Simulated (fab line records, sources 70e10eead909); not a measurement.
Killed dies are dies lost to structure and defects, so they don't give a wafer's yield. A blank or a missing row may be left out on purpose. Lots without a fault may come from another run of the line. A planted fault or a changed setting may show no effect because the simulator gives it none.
fab line records | flow nand_harc
record lots=6 wafers=18 last_day=22
route steps=1159 shown A_M0@1021 A_M1@1026
lots that met no fault: from a run of the same line without faults
start_h: hours from the record's first day to the start of the lot's first wafer shown | wait_h: hours since the lot's step before | " the same as in the row above | L1.1+2: a row that stands for several wafers | - no value, or no start given | * or withheld: withheld | < > ~ a bound
route shown NAME@n: a module of which the file shows steps, and the number in the route of the first | usual: mean/standard deviation of fault-free wafers | same: alike in all rows | chamber/n: place in a boat | sites: the reading at each site | _std_site: their standard deviation | _edge_site: outer sites' mean less inner sites' | radius_mm: how far each site lies from the wafer's centre | mask NAME#n: copy n | behind: the tool/chamber that last shaped the wafer | hold: why the lot was held/for how many hours/how that ended | device: the transistor (n, p or np) that didn't switch | end of line: the same wafers' tests at the end of the route | a step without rows: its recipe alone | killed: dies lost to structure and defects at the first sort, not the wafer's yield | map: a wafer's dies, x killed, . not, _ none there
set.NAME: the setting as run; set.NAME@STEP: as run at that earlier step | model.NAME: the simulator's own value behind a step, which no gauge read
lots at some steps of the route; a table a step, a row a wafer
services: from which hour (start_h, from the record's first day; less than 0 if before it) a tool's chamber was out of use, for how many hours, and why
## steps
# step NHARC_A_M0_SRD_25
# step NHARC_A_M0_INSPECT_27
# usual raw_defect_count=433/110
# columns lot.wafer tool chamber start_h wait_h raw_defect_count
L312.1 defect_inspect-02 - 409.22 0.0 391
L312.2 " - " " 574
L312.3 " - " " 366
L313.1 defect_inspect-02 - 411.42 0.0 606
L313.2 " - " " 658
L313.4 " - " " 530
L315.2 defect_inspect-02 - 430.74 0.1 479
L315.4 " - " " 440
L315.6 " - " " 425
L318.4 defect_inspect-02 - 444.26 0.0 451
L318.5 " - " " 561
L318.6 " - " " 432
L321.1 defect_inspect-02 - 466.44 0.0 338
L321.3 " - " " 341
L321.6 " - " " 314
L326.1 defect_inspect-02 - 492.91 0.0 386
L326.2 " - " " 469
L326.3 " - " " 609
# step NHARC_A_M0_PRE_CLEAN_31
# recipe time_s=12 temp_c=370 rf_power_w=300 gas=NH3
# usual heater_power_w=688/120
# columns lot.wafer tool chamber start_h wait_h heater_power_w
L312.2 pecvd-02 1 409.28 0.1 620
L312.1 " 2 " " 796
L312.3 " 0 " " 576
L313.1 pecvd-02 0 411.48 0.1 632
L313.2 " 2 " " 737
L313.4 " 2 " " 749
L315.2 pecvd-04 1 430.82 0.1 741
L315.6 " 1 " " 741
L315.4 " 2 " " 640
L318.5 pecvd-02 0 444.36 0.1 624
L318.6 " 1 " " 621
L318.4 " 2 " " 689
L321.1 pecvd-04 0 466.51 0.1 743
L321.3 " 1 " " 699
L321.6 " 1 " " 740
L326.1 pecvd-04 0 492.98 0.1 689
L326.2 " 1 " " 757
L326.3 " 2 " " 539
# step NHARC_A_M0_DEP_32
# recipe target_thk_a=300 temp_c=370 target_thk_nm=30 pressure_torr=3 flow_sccm=200 rf_w=450 material=SiCN
# usual heater_power_w=632/100
# columns lot.wafer tool chamber start_h wait_h heater_power_w
L312.2 pecvd-02 1 409.36 0.1 564
L312.1 " 2 " " 644
L312.3 " 0 " " 571
L313.1 pecvd-02 0 411.56 0.1 516
L313.2 " 2 " " 638
L313.4 " 2 " " 632
L315.2 pecvd-04 1 430.93 0.1 696
L315.6 " 1 " " 702
L315.4 " 2 " " 509
L318.5 pecvd-02 0 444.53 0.2 574
L318.6 " 1 " " 489
L318.4 " 2 " " 720
L321.1 pecvd-04 0 466.59 0.1 697
L321.3 " 1 " " 649
L321.6 " 1 " " 674
L326.1 pecvd-04 0 493.06 0.1 602
L326.2 " 1 " " 646
L326.3 " 2 " " 544
# step NHARC_A_M1_DEP_00
# recipe target_thk_a=1825 target_thk_nm=182.5 temp_c=withheld pressure_torr=5 flow_sccm=200 rf_w=600 material=SiOC
# step NHARC_A_M1_DEHYDRATE_01
# recipe temp_c=150 time_s=120
# step NHARC_A_M1_HMDS_02
# recipe time_s=30
# step NHARC_A_M1_COAT_34
# recipe temp_c=200 time_s=65
# step NHARC_A_M1_COAT_03
# recipe spin_rpm=1500 resist_thk_nm=90
# step NHARC_A_M1_SOFTBAKE_04
# recipe temp_c=105 time_s=55
# step NHARC_A_M1_EBR_05
# step NHARC_A_M1_EXPOSE_06
# recipe na=1.35 target_cd_nm=120 dose_mj=75.13 mask_id=A_M1
# usual exposure_dose_mJ_cm2=75.10/0.075 stage_vel_mm_s=499.96/0.22
# same na=1.35
# columns lot.wafer tool chamber start_h wait_h mask exposure_dose_mJ_cm2 stage_vel_mm_s
L312.1 arfi_scanner-01 0 410.33 - A_M1#0 75.03 500.09
L312.2 " 0 " " A_M1#0 75.14 500.18
L312.3 " 0 " " A_M1#0 75.15 500.23
L313.1 arfi_scanner-01 0 412.58 - A_M1#0 75.11 499.70
L313.2 " 0 " " A_M1#0 75.00 500.10
L313.4 " 0 " " A_M1#0 75.02 500.12
L315.2 arfi_scanner-01 0 432.00 - A_M1#0 78.24 499.72
L315.4 " 0 " " A_M1#0 78.32 499.94
L315.6 " 0 " " A_M1#0 78.33 499.67
L318.4 arfi_scanner-03 0 445.38 - A_M1#0 75.08 499.62
L318.5 " 0 " " A_M1#0 75.04 499.90
L318.6 " 0 " " A_M1#0 75.02 499.93
L321.1 arfi_scanner-01 0 467.69 - A_M1#0 77.69 499.65
L321.3 " 0 " " A_M1#0 77.71 499.95
L321.6 " 0 " " A_M1#0 77.58 499.90
L326.1 arfi_scanner-02 0 494.19 - A_M1#0 74.95 500.03
L326.2 " 0 " " A_M1#0 75.07 499.70
L326.3 " 0 " " A_M1#0 75.03 499.93
# step NHARC_A_M1_PEB_07
# recipe peb_temp_c=100 peb_time_s=65
# step NHARC_A_M1_DEVELOP_08
# recipe develop_time_s=35 dev_temp_c=23
# step NHARC_A_M1_CD_MEAS_09
# recipe target_cd_nm=120 landing_energy_ev=500
# usual cd_nm=119.7/0.46
# columns lot.wafer tool chamber start_h wait_h cd_nm
L312.1 cd_sem-02 0 410.47 - 120.4
L312.2 " 0 " " 119.7
L312.3 " 0 " " 120.4
L313.1 cd_sem-03 0 412.72 - 119.3
L313.2 " 0 " " 118.9
L313.4 " 0 " " 119.5
L315.2 cd_sem-01 0 432.14 - 121.6
L315.4 " 0 " " 122.2
L315.6 " 0 " " 122.0
L318.4 cd_sem-01 0 445.52 - 120.2
L318.5 " 0 " " 120.4
L318.6 " 0 " " 120.2
L321.1 cd_sem-03 0 467.83 - 121.1
L321.3 " 0 " " 122.0
L321.6 " 0 " " 121.9
L326.1 cd_sem-02 0 494.33 - 120.0
L326.2 " 0 " " 119.8
L326.3 " 0 " " 119.3
# step NHARC_A_M1_OVL_MEAS_10
# recipe pitch_nm=240
# usual overlay_x_nm=-0.1/0.8 overlay_y_nm=-0.1/0.66
# columns lot.wafer tool chamber start_h wait_h overlay_x_nm overlay_y_nm
L312.1 overlay-02 - 410.56 - -0.7 0.1
L312.2 " - " " -1.1 0.1
L312.3 " - " " -0.7 0.5
L313.1 overlay-02 - 412.81 - -1.3 1.2
L313.2 " - " " -1.1 1.4
L313.4 " - " " -0.7 1.4
L315.2 overlay-02 - 432.23 - 1.0 -0.2
L315.4 " - " " 0.7 -0.1
L315.6 " - " " 1.3 0.2
L318.4 overlay-02 - 445.60 - 0.7 -0.2
L318.5 " - " " 0.6 -0.1
L318.6 " - " " 0.8 -0.3
L321.1 overlay-01 - 467.92 - -1.9 -0.5
L321.3 " - " " -1.7 -0.6
L321.6 " - " " -1.6 -1.0
L326.1 overlay-02 - 494.41 - -1.3 1.0
L326.2 " - " " -1.0 0.8
L326.3 " - " " -1.4 0.4
# step NHARC_A_M1_INSPECT_11
# usual raw_defect_count=30/15
# columns lot.wafer tool chamber start_h wait_h raw_defect_count
L312.1 defect_inspect-02 - 410.59 0.0 27
L312.2 " - " " 30
L312.3 " - " " 17
L313.1 defect_inspect-01 - 412.85 0.0 13
L313.2 " - " " 17
L313.4 " - " " 11
L315.2 defect_inspect-02 - 432.26 0.0 6
L315.4 " - " " 14
L315.6 " - " " 14
L318.4 defect_inspect-02 - 445.64 0.0 20
L318.5 " - " " 28
L318.6 " - " " 27
L321.1 defect_inspect-02 - 467.96 0.0 39
L321.3 " - " " 44
L321.6 " - " " 38
L326.1 defect_inspect-02 - 494.45 0.0 32
L326.2 " - " " 30
L326.3 " - " " 40
# step NHARC_A_M1_DESCUM_14
# recipe time_s=3 o2_flow_sccm=200 ar_flow_sccm=0 bias_power_w=0 chemistry=O2
# usual drypump_motor_current_A=5.8/0.43 oes_product_au=0.999/0.0065 rf_vpp_V=58.0/0.9 showerhead_plenum_p_Torr=1.92/0.081 throttle_valve_pct=11.312/0.01
# columns lot.wafer tool chamber start_h wait_h drypump_motor_current_A oes_product_au rf_hours_counter_h rf_vpp_V showerhead_plenum_p_Torr throttle_valve_pct model.A_M1.cd_nm
L312.3 rie_diel-12 2 410.65 0.1 6.5 1.000 2 59.0 1.91 11.313 119.9
L312.2 " 3 " " 6.1 0.998 2 58.1 1.78 11.311 120
L312.1 " 0 " " 6.1 0.992 2 56.7 1.89 11.320 120.1
L313.4 rie_diel-01 2 412.91 0.1 5.3 0.991 7 58.2 2.06 11.326 119.6
L313.1 " 3 " " 5.5 1.010 7 58.2 1.94 11.311 119.1
L313.2 " 1 " " 5.4 1.012 6 58.4 1.93 11.308 119.1
L315.4 rie_diel-01 1 432.34 0.1 5.4 0.992 8 57.6 1.92 11.302 122
L315.2 " 2 " " 5.3 0.992 8 59.0 2.06 11.308 122.5
L315.6 " 0 " " 5.5 1.000 - 58.9 2.04 11.313 121.9
L318.4 rie_diel-01 2 445.70 0.1 5.3 0.995 9 58.4 2.06 11.298 120.5
L318.5 " 1 " " 5.4 1.001 - 58.6 1.93 11.316 120.4
L318.6 " 2 " " 5.3 0.993 - 57.9 2.06 11.305 120.5
L321.3 rie_diel-01 1 468.02 0.1 5.3 1.007 10 58.2 1.93 11.321 121.7
L321.1 " 0 " " 5.6 0.988 10 57.9 2.04 11.320 121.5
L321.6 " 2 " " 5.3 1.002 - 58.4 2.06 11.333 122.3
L326.1 rie_diel-12 3 494.51 0.1 6.1 0.999 8 58.5 1.78 11.329 119.7
L326.2 " 0 " " 6.1 0.990 7 56.5 1.89 11.298 119.9
L326.3 " 2 " " 6.5 0.993 8 57.4 1.91 11.333 119.7
# step NHARC_A_M1_ETCH_35
# recipe target_depth_a=400 overetch_a=120 time_s=43.94 ion_energy_ev=200 n2_flow_sccm=150 h2_flow_sccm=150 ar_flow_sccm=0 rf_w=400 bias_w=150 chemistry=N2/H2
# usual drypump_motor_current_A=5.8/0.44 h2_flow_sccm=150.0/0.48 oes_product_au=0.999/0.0066 rf_vpp_V=430.6/2.6 showerhead_plenum_p_Torr=2.04/0.089 throttle_valve_pct=14.172/0.0091
# columns lot.wafer tool chamber start_h wait_h drypump_motor_current_A h2_flow_sccm oes_product_au rf_hours_counter_h rf_vpp_V showerhead_plenum_p_Torr throttle_valve_pct
L312.2 rie_diel-12 3 410.74 0.1 6.1 150.0 0.999 2 427.1 1.90 14.180
L312.1 " 0 " " 6.1 149.3 0.989 2 430.6 2.02 14.175
L312.3 " 1 " " 5.5 150.0 0.998 2 427.3 1.94 14.199
L313.4 rie_diel-01 3 412.99 0.1 5.4 150.3 0.992 7 431.2 2.06 14.167
L313.1 " 0 " " 5.6 148.9 0.990 7 434.3 2.18 14.159
L313.2 " 2 " " 5.3 149.9 1.005 7 435.6 2.20 14.181
L315.2 rie_diel-01 0 432.41 0.1 5.6 149.8 1.003 8 434.1 2.18 14.160
L315.4 " 1 " " 5.3 150.2 1.001 8 431.5 2.05 14.191
L315.6 " 0 " " 5.5 149.8 0.999 - 434.5 2.18 14.177
L318.4 rie_diel-01 2 445.80 0.1 5.3 150.2 0.995 9 434.9 2.20 14.182
L318.5 " 3 " " 5.4 150.4 1.001 - 432.2 2.06 14.156
L318.6 " 0 " " 5.5 149.3 1.007 - 435.0 2.18 14.169
L321.3 rie_diel-01 1 468.11 0.1 5.4 149.7 1.007 10 430.9 2.05 14.156
L321.1 " 3 " " 5.4 149.6 1.004 11 429.8 2.06 14.176
L321.6 " 1 " " 5.4 149.5 1.010 - 431.0 2.05 14.171
L326.3 rie_diel-12 2 494.71 0.2 6.5 149.4 1.005 8 430.5 2.04 14.172
L326.1 " 3 " " 6.2 149.5 1.001 8 425.3 1.90 14.166
L326.2 " 0 " " 6.1 149.6 1.003 8 428.7 2.01 14.191
# step NHARC_A_M1_ETCH_15
# recipe target_depth_a=1825 time_s=91.2 c4f8_flow_sccm=withheld ar_flow_sccm=400 rf_w=600 bias_w=300 chemistry=C4F8/Ar
# usual oes_product_au=0.952/0.021 rf_vpp_V=441.0/2.6
# columns lot.wafer tool chamber start_h wait_h oes_product_au rf_hours_counter_h rf_vpp_V
L312.2 rie_diel-12 1 - - 0.987 2 439.3
L312.1 " 2 " " 0.963 2 441.4
L312.3 " 3 " " 0.963 2 436.5
L313.1 rie_diel-01 2 - - 0.960 7 445.0
L313.2 " 3 " " 0.962 7 439.7
L313.4 " 1 " " 0.987 6 440.5
L315.4 rie_diel-01 0 - - 0.922 8 444.1
L315.2 " 2 " " 0.920 8 445.5
L315.6 " 1 " " 0.930 - 442.1
L318.4 rie_diel-01 2 - - 0.928 9 445.6
L318.6 " 3 " " 0.927 - 441.8
L318.5 " 0 " " 0.923 - 444.6
L321.3 rie_diel-01 1 - - 0.934 10 442.5
L321.1 " 2 " " 0.923 10 443.9
L321.6 " 1 " " 0.939 - 440.4
L326.1 rie_diel-12 3 - - 0.948 8 437.0
L326.2 " 0 " " 0.946 8 440.1
L326.3 " 2 " " 0.947 8 439.9
# step NHARC_A_M1_CD_MEAS_16
# usual cd_nm=119.8/0.6
# columns lot.wafer tool chamber start_h wait_h cd_nm
L312.1 cd_sem-03 - 410.96 - 120.0
L312.2 " - " " 120.2
L312.3 " - " " 120.4
L313.1 cd_sem-02 - 413.26 - 119.0
L313.2 " - " " 119.4
L313.4 " - " " 119.6
L315.2 cd_sem-01 - 432.63 - 121.9
L315.4 " - " " 121.6
L315.6 " - " " 121.0
L318.4 cd_sem-03 - 446.49 - 120.1
L318.5 " - " " 120.2
L318.6 " - " " 120.3
L321.1 cd_sem-01 - 468.32 - 121.3
L321.3 " - " " 121.2
L321.6 " - " " 122.3
L326.1 cd_sem-01 - 494.93 - 119.4
L326.2 " - " " 120.2
L326.3 " - " " 119.7
# step NHARC_A_M1_STRIP_18
# recipe power_w=1000 n2_flow_sccm=150 h2_flow_sccm=150 ar_flow_sccm=0 bias_w=0 chemistry=N2/H2
# usual drypump_motor_current_A=5.8/0.44 h2_flow_sccm=150.1/0.47 oes_product_au=1.000/0.0072 rf_vpp_V=90.8/0.98 showerhead_plenum_p_Torr=2.04/0.084 throttle_valve_pct=14.172/0.0094
# columns lot.wafer tool chamber start_h wait_h drypump_motor_current_A h2_flow_sccm oes_product_au rf_hours_counter_h rf_vpp_V showerhead_plenum_p_Torr throttle_valve_pct
L312.1 rie_diel-12 3 411.03 0.1 6.1 149.8 1.006 2 89.7 1.90 14.179
L312.3 " 0 " " 6.1 150.6 0.997 2 89.4 2.02 14.162
L312.2 " 1 " " 5.5 150.7 1.001 2 90.6 1.94 14.178
L313.4 rie_diel-01 1 413.34 0.1 5.4 150.9 1.019 7 91.3 2.05 14.180
L313.2 " 2 " " 5.3 149.8 1.002 7 92.3 2.20 14.177
L313.1 " 0 " " 5.5 149.8 1.006 7 92.4 2.18 14.178
L315.4 rie_diel-07 0 432.70 0.1 6.3 150.1 1.002 1 91.1 2.06 14.176
L315.2 " 1 " " 6.3 149.9 0.996 1 89.9 1.98 14.177
L315.6 " 1 " " 6.3 149.5 0.994 - 90.7 1.98 14.175
L318.4 rie_diel-12 3 446.55 0.1 6.2 149.8 0.996 5 91.1 1.90 14.177
L318.5 " 3 " " 6.1 149.4 0.986 - 88.6 1.90 14.160
L318.6 " 0 " " 6.1 149.7 0.987 - 90.4 2.01 14.161
L321.3 rie_diel-01 0 468.40 0.1 5.5 150.0 1.002 10 91.8 2.18 14.179
L321.1 " 1 " " 5.3 149.6 0.997 10 91.4 2.05 14.170
L321.6 " 0 " " 5.5 149.9 1.000 - 90.3 2.18 14.164
L326.1 rie_diel-07 2 495.00 0.1 5.1 150.2 1.007 2 92.2 2.13 14.179
L326.2 " 3 " " 5.7 149.3 1.014 2 90.3 2.05 14.169
L326.3 " 0 " " 6.2 150.7 0.993 2 89.4 2.06 14.151
# step NHARC_A_M1_ETCH_28
# recipe target_depth_a=300 over_etch_frac=0.3 time_s=72.99 ion_energy_ev=150 cf4_flow_sccm=50 n2_flow_sccm=100 ar_flow_sccm=150 rf_w=300 bias_w=100 chemistry=CF4/N2
# usual drypump_motor_current_A=5.8/0.45 oes_product_au=1.000/0.0063 rf_vpp_V=314.1/1.9 showerhead_plenum_p_Torr=2.63/0.1 throttle_valve_pct=19.795/0.0084
# columns lot.wafer tool chamber start_h wait_h drypump_motor_current_A oes_product_au rf_hours_counter_h rf_vpp_V showerhead_plenum_p_Torr throttle_valve_pct model.A_M1.cd_nm
L312.3 rie_diel-12 0 - - 6.1 0.996 2 313.5 2.60 19.793 120.6
L312.2 " 1 " " 5.5 1.009 2 311.7 2.50 19.785 120.2
L312.1 " 2 " " 6.5 1.000 2 312.9 2.63 19.814 120.9
L313.2 rie_diel-01 2 - - 5.3 0.992 7 317.1 2.82 19.801 118.4
L313.4 " 0 " " 5.5 1.005 7 317.6 2.79 19.785 119.3
L313.1 " 1 " " 5.4 0.998 7 314.5 2.64 19.781 119
L315.2 rie_diel-07 2 - - 5.1 0.995 1 316.0 2.73 19.793 122.6
L315.4 " 3 " " 5.8 1.002 1 315.3 2.64 19.788 121.8
L315.6 " 2 " " 5.1 0.999 - 315.6 2.73 19.803 121.8
L318.4 rie_diel-12 0 - - 6.1 0.995 5 313.4 2.60 19.793 119.5
L318.6 " 0 " " 6.1 1.003 - 314.2 2.60 19.782 120.2
L318.5 " 1 " " 5.5 1.000 - 311.8 2.50 19.797 119.9
L321.3 rie_diel-01 1 - - 5.4 0.996 10 313.6 2.64 19.800 121.3
L321.1 " 2 " " 5.3 0.990 10 316.8 2.82 19.800 121.3
L321.6 " 2 " " 5.3 0.996 - 317.7 2.82 19.788 122.1
L326.3 rie_diel-07 0 - - 6.2 0.996 2 312.6 2.65 19.799 119.7
L326.2 " 2 " " 5.1 1.007 2 316.5 2.73 19.819 119.8
L326.1 " 3 " " 5.8 1.012 2 313.7 2.64 19.793 119.7
# step NHARC_A_M1_STRIP_19
# recipe time_s=600 temp_c=30 chemistry=post_etch_residue_remover
## services
# columns tool chamber start_h hours kind
rie_diel-01 0 397.35 - clean
rie_diel-01 1 397.35 - clean
rie_diel-01 2 397.35 - clean
rie_diel-01 3 397.35 - clean
rie_diel-07 2 402.42 5.2 repair
rie_diel-07 - 405.20 9.0 pm
arfi_scanner-03 - 407.80 26.0 repair
arfi_scanner-02 - 421.07 3.3 repair
rie_diel-01 0 421.85 - clean
rie_diel-01 1 421.85 - clean
rie_diel-01 2 421.85 - clean
rie_diel-01 3 421.85 - clean
arfi_scanner-02 - 428.02 4.0 pm
rie_diel-01 0 446.35 - clean
rie_diel-01 1 446.35 - clean
rie_diel-01 2 446.35 - clean
rie_diel-01 3 446.35 - clean
arfi_scanner-01 - 461.86 0.5 repair
rie_diel-07 0 466.83 1.4 repair
rie_diel-01 0 470.85 - clean
arfi_scanner-03 - 484.00 4.0 pm
rie_diel-01 1 484.35 9.2 repair
rie_diel-01 - 491.80 9.0 pm
rie_diel-07 1 494.79 8.2 repair
## key
first_sign step=NHARC_A_M1_EXPOSE_06 reading=exposure_dose_mJ_cm2 direction=up sigmas=39 usual=75.10 struck=77.98
effect step=NHARC_A_M1_CD_MEAS_09 reading=cd_nm direction=up sigmas=4.4 usual=119.7 struck=121.8 through=control_loop
effect step=NHARC_A_M1_CD_MEAS_16 reading=cd_nm direction=up sigmas=2.9 usual=119.8 struck=121.5 through=control_loop
model_effect step=NHARC_A_M1_DESCUM_14 value=A_M1.cd_nm without=119.8 struck=122
model_effect step=NHARC_A_M1_ETCH_28 value=A_M1.cd_nm without=119.6 struck=121.8
met_at NHARC_A_M1_EXPOSE_06
struck_wafers L315.2,L315.4,L315.6,L321.1,L321.3,L321.6
loop_trim step=NHARC_A_M1_EXPOSE_06 setting=dose lots=L321
onset_between 412.58 432.00
fault kind=process_parameter_drift tool=arfi_scanner-01 chamber=- onset_h=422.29 steps=NHARC_A_M1_EXPOSE_06 channel=dose_mj offset=3.1641 shape=step acts_in=these_recipes_only stated=75.13
# loop_trim: a control loop set the setting to another value than it would have without faults
